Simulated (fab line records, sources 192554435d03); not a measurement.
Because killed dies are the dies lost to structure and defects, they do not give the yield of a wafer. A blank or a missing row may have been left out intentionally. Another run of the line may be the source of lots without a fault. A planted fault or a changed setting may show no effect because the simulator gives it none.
Split-lot study + flow n5Finfet + 21 wafers read across 7 lots, on a route 1938 steps long

== ON THE SPLIT ==
At N5_BEOL_M11_EXPOSE_08 (exposes mask M11), the setting doseMj was moved away from the recipe's 53.75 on 8 of the 21 wafers read, by -3.1% to +7.2%. The other wafers ran this setting at the recipe's value.

== FROM THE SPLIT TO THE READING: what the file shows between them, 15 steps ==
- N5_BEOL_M11_PEB_09: peb time 60 s
- N5_BEOL_M11_DEVELOP_10: develop time 30 s
- N5_BEOL_M11_CD_MEAS_11: target cd 64.1 nm
- N5_BEOL_M11_DESCUM_16: chemistry O2, time 7.9 s
- N5_BEOL_M11_ETCH_61: etches SiARC in CF4, target depth 39 nm, time 65 s
- N5_BEOL_M11_ETCH_62: etches SOC in N2/H2, target depth 110 nm, overetch 22 nm, time 165 s
- N5_BEOL_M11_STRIP_68: strips in N2/H2
- N5_BEOL_M11_STRIP_67: strips in CF4
- N5_BEOL_M11_HM_OPEN_17: chemistry Cl2/BCl3, target TiN, target depth 20 nm, overetch 6 nm
- N5_BEOL_M11_STRIP_19: strips in O2
- N5_BEOL_M11_STRIP_77: strips in N2/H2, time 10 s
- N5_BEOL_M11_HM_STRIP_39: strips TiN in peroxide tin strip, target depth 25 nm, time 158 s
- N5_BEOL_M11_SRD_40: time 30 s
- N5_BEOL_M11_PRECLEAN_42: cleans in residue remover, time 60 s
- N5_BEOL_M11_SRD_43: time 30 s

== THE READING ==
At N5_BEOL_M11_CD_MEAS_35: cdNm in nanometres, against a target cd of 70 nm. A value of 69.6 nm with a standard deviation of 0.87 nm is what fault-free wafers of this fab line usually give.

| wafer  | tool, chamber at the split | doseMj as run | against the recipe | cdNm, nm | against lot-mates on the recipe |
|--------|----------------------------|---------------|--------------------|----------|---------------------------------|
| L076.2 | arfiScanner-03, 0          | 53.75         | recipe             | 70.1     | -                               |
| L076.4 | arfiScanner-03, 0          | 53.75         | recipe             | 70.4     | -                               |
| L076.6 | arfiScanner-03, 0          | 57.25         | +6.5%              | 74.1     | +3.8                            |
| L083.1 | arfiScanner-02, 0          | 53.75         | recipe             | 71.2     | -                               |
| L083.4 | arfiScanner-02, 0          | 53.75         | recipe             | 70.3     | -                               |
| L083.5 | arfiScanner-02, 0          | 57.61         | +7.2%              | 73.2     | +2.5                            |
| L086.2 | arfiScanner-03, 0          | 55.47         | +3.2%              | 70.7     | +1.2                            |
| L086.3 | arfiScanner-03, 0          | 53.75         | recipe             | 69.5     | -                               |
| L086.6 | arfiScanner-03, 0          | 55.47         | +3.2%              | 69.7     | +0.2                            |
| L085.1 | arfiScanner-01, 0          | 53.75         | recipe             | 70.0     | -                               |
| L085.5 | arfiScanner-01, 0          | 53.75         | recipe             | 69.9     | -                               |
| L085.6 | arfiScanner-01, 0          | 53.75         | recipe             | 70.6     | -                               |
| L089.2 | arfiScanner-02, 0          | 52.09         | -3.1%              | 67.7     | -1.9                            |
| L089.4 | arfiScanner-02, 0          | 53.75         | recipe             | 69.6     | -                               |
| L089.6 | arfiScanner-02, 0          | 52.09         | -3.1%              | 67.8     | -1.8                            |
| L088.2 | arfiScanner-01, 0          | 53.75         | recipe             | 70.4     | -                               |
| L088.3 | arfiScanner-01, 0          | 53.75         | recipe             | 70.2     | -                               |
| L088.4 | arfiScanner-01, 0          | 53.75         | recipe             | 69.6     | -                               |
| L096.1 | arfiScanner-01, 0          | 55.7          | +3.6%              | 69.5     | +1.1                            |
| L096.2 | arfiScanner-01, 0          | 55.7          | +3.6%              | 71.8     | +3.4                            |
| L096.6 | arfiScanner-01, 0          | 53.75         | recipe             | 68.4     | -                               |

THE FIT
A straight line over all 21 wafers: cdNm changes by +0.468 nm for each +1% of doseMj; r = +0.82; the points scatter about the line by 0.9 nm.
The same after taking each lot's own level away (the mean of its wafers on the recipe; 21 wafers): +0.479 nm for each +1%; r = +0.90; scatter 0.64 nm.
According to that fit, moving doseMj by its largest amount changes the reading by 3.4 nm.
The span of the lots' own levels, 68.40 to 70.75 nm, comes to 2.7 times the standard deviation stated above.
The two slopes are in agreement: the lot-to-lot level therefore moves the slope only a little.
Check: +3.8 nm against its lot-mates is what the line predicts for one of the wafers moved furthest among these (+7.2%) when that wafer is left out of the fit. Against them it came out at +2.45 nm.

== THESE WAFERS: OTHER SPLITS ==
These wafers also went through other splits before the reading. Each is held against what the fit with the lots' levels taken away leaves over:
| other split on the same wafers | wafers away from the commonest value | r with cdNm (lot level and that fit taken away) |
|--------------------------------|--------------------------------------|-------------------------------------------------|
| N5_BEOL_M9_ETCH_62 timeS       | 10                                   | +0.07                                           |
| N5_BEOL_M11_PECVD_70 tempC     | 3                                    | -0.02                                           |

== THE WHOLE CHAIN: every reading that the file lists as answering this split, in the file's order ==
| step                   | what it does                                                         | reading                                                              | change (the file's fit)               | r (the file's) |
|------------------------|----------------------------------------------------------------------|----------------------------------------------------------------------|---------------------------------------|----------------|
| N5_BEOL_M11_CD_MEAS_11 | target cd 64.1 nm                                                    | cdNm                                                                 | +0.525 nm for each +1% of the setting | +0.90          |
| N5_BEOL_M11_ETCH_61    | etches SiARC in CF4, target depth 39 nm, time 65 s                   | BEOL_M11.cdOffsetNm (the simulator's own value, which no gauge read) | +0.534 nm for each +1% of the setting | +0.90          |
| N5_BEOL_M11_ETCH_62    | etches SOC in N2/H2, target depth 110 nm, overetch 22 nm, time 165 s | BEOL_M11.cdOffsetNm (the simulator's own value, which no gauge read) | +0.493 nm for each +1% of the setting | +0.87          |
| N5_BEOL_M11_HM_OPEN_17 | chemistry Cl2/BCl3, target TiN, target depth 20 nm, overetch 6 nm    | BEOL_M11.cdOffsetNm (the simulator's own value, which no gauge read) | +0.476 nm for each +1% of the setting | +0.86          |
| N5_BEOL_M11_CD_MEAS_35 | target cd 70 nm                                                      | cdNm                                                                 | +0.465 nm for each +1% of the setting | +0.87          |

== THE FILE'S OWN FIT ==
cdNm changes by +0.465 nm for each +1% of doseMj, r = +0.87.
